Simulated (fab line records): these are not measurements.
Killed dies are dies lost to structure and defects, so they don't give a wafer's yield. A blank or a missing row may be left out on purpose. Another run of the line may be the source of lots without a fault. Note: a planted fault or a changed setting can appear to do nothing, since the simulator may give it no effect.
fab line records	flow nand_harc	part 2 of 2: steps 30 to 37 of 37
record: lots: 5	wafers: 15	last_day: 33
route steps=1302 shown P_M2@338 P_BONDPAD@351
lots with no fault: from the same line, run without faults
start_h: hours from the record's opening day to when the first of the lot's shown wafers began	wait_h: hours elapsed since this lot's preceding step	" same as the row above	L1.1+2: one row covering several wafers at once	- value missing, or start not given	* or withheld: withheld	< > ~ a bound
route shown NAME@n: NAME is a module with steps in the file, n the number in the route of the first one	usual: mean/standard deviation taken from wafers without a fault	same: alike in all rows	chamber/n: place in a boat	sites: readings site by site	_std_site: standard deviation across them	_edge_site: mean of outer sites minus mean of inner sites	radius_mm: how far each site lies from the wafer's centre	mask NAME#n: copy n	behind: the most recent tool/chamber to have shaped the wafer	hold: cause of the lot's hold/its duration in hours/its outcome	device: transistor that didn't switch, given as n, p or np	end of line: the route-end tests of the same wafers	where a step has no rows: the recipe by itself	killed: dies that structure and defects cost at the first sort, which is not the same as the wafer's yield	map: per-die view of a wafer (x killed, . not killed, _ where there is no die)
set.NAME: the setting as run; set.NAME@STEP: as run at that earlier step	model.NAME: the simulator's own value behind a step, which no gauge read
lots seen at some steps along the route; tables by step, rows by wafer
services: from which hour (start_h, from the record's first day; less than 0 if before it) a tool's chamber was out of use, for how many hours, and why
== steps ==
step: NHARC_P_BONDPAD_ETCH_37
recipe: target_depth_a: 600	overetch_a: 180	time_s: 65.91	ion_energy_ev: 200	n2_flow_sccm: 150	h2_flow_sccm: 150	ar_flow_sccm: 0	rf_w: 400	bias_w: 150	chemistry: N2/H2
usual: drypump_motor_current_A: 5.7/0.31	oes_product_au: 1.000/0.011	rf_vpp_V: 431.3/2.1	showerhead_plenum_p_Torr: 2.07/0.07	throttle_valve_pct: 14.171/0.0091
lot.wafer	tool	chamber	start_h	wait_h	drypump_motor_current_A	oes_product_au	rf_hours_counter_h	rf_vpp_V	showerhead_plenum_p_Torr	throttle_valve_pct
L079.2	rie_diel-07	0	187.62	0.1	5.5	0.987	1.8	430.7	2.04	14.174
L079.1	"	1	"	"	6.0	0.985	2.0	433.3	2.17	14.172
L079.6	"	0	"	"	5.5	0.992	-	430.8	2.04	14.175
L082.2	rie_diel-12	3	216.30	0.1	6.0	1.007	6.4	433.5	2.11	14.162
L082.6	"	2	"	"	5.2	1.008	-	430.1	2.04	14.155
L082.4	"	3	"	"	6.0	1.004	-	432.5	2.11	14.167
L084.3	rie_diel-12	3	245.21	0.1	6.1	0.998	7.9	430.8	2.11	14.162
L084.4	"	0	"	"	5.7	1.000	7.3	428.9	1.97	14.181
L084.2	"	1	"	"	5.2	0.981	6.2	429.1	1.94	14.149
L090.1	rie_diel-12	3	296.24	0.1	6.1	0.994	1.3	432.5	2.11	14.186
L090.6	"	2	"	"	5.1	1.014	-	430.0	2.04	14.173
L090.5	"	3	"	"	6.0	0.997	-	430.8	2.11	14.171
L095.2	rie_diel-12	3	346.61	0.1	6.1	0.992	3.4	431.8	2.11	14.174
L095.1	"	0	"	"	5.7	1.001	3.1	428.6	1.97	14.170
L095.4	"	1	"	"	5.2	0.974	2.6	427.0	1.94	14.171
step: NHARC_P_BONDPAD_ETCH_12
recipe: target_depth_a: 2000	time_s: 100	chf3_flow_sccm: 50	o2_flow_sccm: 10	ar_flow_sccm: 200	rf_w: 500	bias_w: 200	chemistry: CHF3/O2
usual: drypump_motor_current_A: 5.7/0.33	oes_product_au: 0.941/0.023	rf_vpp_V: 371.2/1.9	showerhead_plenum_p_Torr: 2.43/0.079	throttle_valve_pct: 20.574/0.0084
lot.wafer	tool	chamber	start_h	wait_h	drypump_motor_current_A	oes_product_au	rf_hours_counter_h	rf_vpp_V	showerhead_plenum_p_Torr	throttle_valve_pct
L079.1	rie_diel-07	3	-	-	5.9	0.912	1.4	370.8	2.43	20.580
L079.2	"	0	"	"	5.5	0.922	1.8	371.7	2.40	20.566
L079.6	"	2	"	"	6.2	0.930	-	371.3	2.49	20.577
L082.2	rie_diel-12	0	-	-	5.7	0.926	5.9	370.4	2.33	20.580
L082.6	"	3	"	"	6.1	0.937	-	372.6	2.48	20.568
L082.4	"	0	"	"	5.7	0.922	-	369.2	2.33	20.577
L084.3	rie_diel-12	2	-	-	5.2	0.949	7.4	369.7	2.41	20.567
L084.4	"	3	"	"	6.0	0.919	8.0	372.1	2.48	20.562
L084.2	"	0	"	"	5.7	0.930	7.4	367.4	2.33	20.563
L090.1	rie_diel-12	3	-	-	6.0	0.960	1.4	371.3	2.47	20.576
L090.6	"	1	"	"	5.2	0.954	-	368.7	2.29	20.586
L090.5	"	2	"	"	5.2	0.981	-	370.6	2.41	20.574
L095.1	rie_diel-12	3	-	-	6.1	0.911	3.5	371.4	2.47	20.574
L095.4	"	1	"	"	5.2	0.889	2.6	368.2	2.29	20.579
L095.2	"	2	"	"	5.2	0.931	3.1	370.3	2.41	20.578
step: NHARC_P_BONDPAD_CD_MEAS_13
usual: cd_nm: 499.7/2.7
lot.wafer	tool	chamber	start_h	wait_h	cd_nm
L079.1	cd_sem-02	-	187.85	-	503.3
L079.2	"	-	"	"	501.9
L079.6	"	-	"	"	502.1
L082.2	cd_sem-01	-	216.56	-	496.7
L082.4	"	-	"	"	498.6
L082.6	"	-	"	"	500.2
L084.2	cd_sem-02	-	245.44	-	495.3
L084.3	"	-	"	"	501.2
L084.4	"	-	"	"	498.1
L090.1	cd_sem-03	-	296.47	-	500.8
L090.5	"	-	"	"	502.4
L090.6	"	-	"	"	497.0
L095.1	cd_sem-03	-	346.84	-	504.6
L095.2	"	-	"	"	496.1
L095.4	"	-	"	"	499.8
step: NHARC_P_BONDPAD_STRIP_15
recipe: o2_flow_sccm: 500	ar_flow_sccm: 0	bias_w: 0	chemistry: O2
usual: drypump_motor_current_A: 5.73/0.29	oes_product_au: 0.998/0.012	rf_vpp_V: 57.9/0.9	showerhead_plenum_p_Torr: 3.59/0.11	throttle_valve_pct: 17.036/0.0086
lot.wafer	tool	chamber	start_h	wait_h	drypump_motor_current_A	oes_product_au	rf_hours_counter_h	rf_vpp_V	showerhead_plenum_p_Torr	throttle_valve_pct
L079.2	rie_diel-05	0	187.92	0.1	5.67	1.004	7.3	57.9	3.68	17.033
L079.1	"	2	"	"	5.90	1.016	7.5	58.8	3.72	17.048
L079.6	"	1	"	"	5.86	0.995	-	56.1	3.65	17.039
L082.2	rie_diel-05	0	216.63	0.1	5.66	1.013	8.7	59.1	3.67	17.038
L082.4	"	2	"	"	5.92	1.011	8.6	57.7	3.71	17.043
L082.6	"	1	"	"	5.82	0.988	-	56.3	3.65	17.033
L084.2	rie_diel-12	0	245.51	0.1	5.75	1.005	7.4	58.0	3.42	17.056
L084.3	"	1	"	"	5.25	0.996	6.2	56.7	3.37	17.025
L084.4	"	3	"	"	6.05	1.013	8.0	56.8	3.63	17.052
L090.1	rie_diel-05	3	296.57	0.1	5.38	1.009	3.8	58.0	3.48	17.050
L090.6	"	1	"	"	5.83	0.983	-	57.9	3.64	17.030
L090.5	"	2	"	"	5.90	1.012	-	59.5	3.71	17.029
L095.1	rie_diel-05	2	346.91	0.1	5.92	0.999	6.6	59.1	3.71	17.040
L095.4	"	0	"	"	5.69	1.019	6.3	57.4	3.67	17.029
L095.2	"	1	"	"	5.82	1.000	6.8	58.5	3.64	17.038
step: NHARC_P_BONDPAD_ETCH_24
recipe: target_depth_a: 300	over_etch_frac: 0.3	time_s: 72.99	ion_energy_ev: 150	cf4_flow_sccm: 50	n2_flow_sccm: 100	ar_flow_sccm: 150	rf_w: 300	bias_w: 100	chemistry: CF4/N2
usual: drypump_motor_current_A: 5.75/0.29	oes_product_au: 0.998/0.013	rf_vpp_V: 315.0/1.5	showerhead_plenum_p_Torr: 2.68/0.077	throttle_valve_pct: 19.793/0.0089
lot.wafer	tool	chamber	start_h	wait_h	drypump_motor_current_A	oes_product_au	rf_hours_counter_h	rf_vpp_V	showerhead_plenum_p_Torr	throttle_valve_pct
L079.2	rie_diel-05	1	-	-	5.81	0.995	6.5	315.8	2.71	19.804
L079.1	"	0	"	"	5.66	1.009	7.3	315.1	2.74	19.784
L079.6	"	1	"	"	5.79	0.988	-	315.0	2.71	19.806
L082.4	rie_diel-05	1	-	-	5.80	0.994	7.9	315.9	2.71	19.779
L082.2	"	0	"	"	5.65	1.014	8.7	316.7	2.74	19.792
L082.6	"	1	"	"	5.81	0.991	-	315.1	2.71	19.784
L084.4	rie_diel-12	1	-	-	5.22	0.989	6.3	312.5	2.51	19.797
L084.2	"	2	"	"	5.17	1.020	7.5	315.1	2.63	19.786
L084.3	"	0	"	"	5.73	1.004	7.4	312.4	2.55	19.808
L090.1	rie_diel-05	1	-	-	5.85	0.981	4.2	316.2	2.71	19.804
L090.6	"	1	"	"	5.82	0.980	-	316.4	2.71	19.791
L090.5	"	2	"	"	5.89	1.011	-	317.5	2.76	19.802
L095.2	rie_diel-05	1	-	-	5.81	0.987	6.8	315.4	2.71	19.793
L095.4	"	2	"	"	5.89	1.007	6.6	315.6	2.76	19.803
L095.1	"	3	"	"	5.35	1.009	6.9	312.3	2.59	19.793
step: NHARC_P_BONDPAD_STRIP_16
recipe: time_s: 600	temp_c: 30	chemistry: post_etch_residue_remover
lot.wafer	tool	chamber	start_h	wait_h
L079.6+2+1	wet_bench-10	0,2,5	188.20	-
L082.6+2+4	wet_bench-08	3,4,6	216.92	-
L084.3+4+2	wet_bench-10	0,2,5	245.79	-
L090.5+1+6	wet_bench-10	0,2,3	296.83	-
L095.4+2+1	wet_bench-10	6,2,3	347.19	-
step: NHARC_P_BONDPAD_DEGAS_25
recipe: temp_c: 300	time_s: 60
usual: heater_power_w: 441/27
lot.wafer	tool	chamber	start_h	wait_h	heater_power_w
L079.2	pvd_sputter-01	-	188.48	-	437
L079.1	"	-	"	"	440
L079.6	"	-	"	"	441
L082.2	pvd_sputter-02	-	217.19	-	417
L082.4	"	-	"	"	433
L082.6	"	-	"	"	412
L084.2	pvd_sputter-02	-	246.19	-	436
L084.4	"	-	"	"	439
L084.3	"	-	"	"	423
L090.1	pvd_sputter-02	-	297.10	-	425
L090.5	"	-	"	"	447
L090.6	"	-	"	"	429
L095.2	pvd_sputter-02	-	347.46	-	437
L095.4	"	-	"	"	435
L095.1	"	-	"	"	448
step: NHARC_P_BONDPAD_PRE_CLEAN_26
recipe: time_s: 30	temp_c: 280	gas: H2/He
usual: heater_power_w: 388/25
lot.wafer	tool	chamber	start_h	wait_h	heater_power_w
L079.1	pvd_sputter-01	-	-	-	386
L079.2	"	-	"	"	443
L079.6	"	-	"	"	394
L082.2	pvd_sputter-02	-	-	-	384
L082.4	"	-	"	"	388
L082.6	"	-	"	"	387
L084.2	pvd_sputter-02	-	-	-	368
L084.4	"	-	"	"	382
L084.3	"	-	"	"	368
L090.1	pvd_sputter-02	-	-	-	374
L090.6	"	-	"	"	378
L090.5	"	-	"	"	371
L095.1	pvd_sputter-02	-	-	-	385
L095.2	"	-	"	"	371
L095.4	"	-	"	"	384
== services ==
tool	chamber	start_h	hours	kind
pecvd-02	-	167.24	1.7	repair
pvd_sputter-03	-	170.00	10.0	pm
rie_diel-12	3	180.08	8.4	repair
pvd_sputter-01	-	195.98	1.2	repair
pecvd-02	2	204.18	14.1	repair
cmp-04	-	209.11	4.0	pm
rie_diel-12	1	209.15	14.6	repair
pvd_sputter-01	-	217.55	24.7	repair
rie_diel-05	-	229.60	9.0	pm
pvd_sputter-02	-	234.56	4.7	repair
pvd_sputter-01	-	242.28	10.0	pm
rie_diel-05	0	243.66	16.9	repair
litho_track-07	-	251.00	7.0	pm
pvd_sputter-01	-	259.55	15.2	repair
pecvd-01	1	268.22	22.6	repair
rie_diel-12	-	268.40	9.0	pm
litho_track-03	-	275.00	7.0	pm
pvd_sputter-02	-	275.98	0.7	repair
pvd_sputter-02	-	282.00	10.0	pm
wet_bench-08	-	294.40	8.0	pm
wet_bench-10	-	311.20	8.0	pm
pecvd-01	-	319.14	13.0	pm
rie_diel-05	-	334.32	0.8	repair
rie_diel-12	1	335.99	2.9	repair
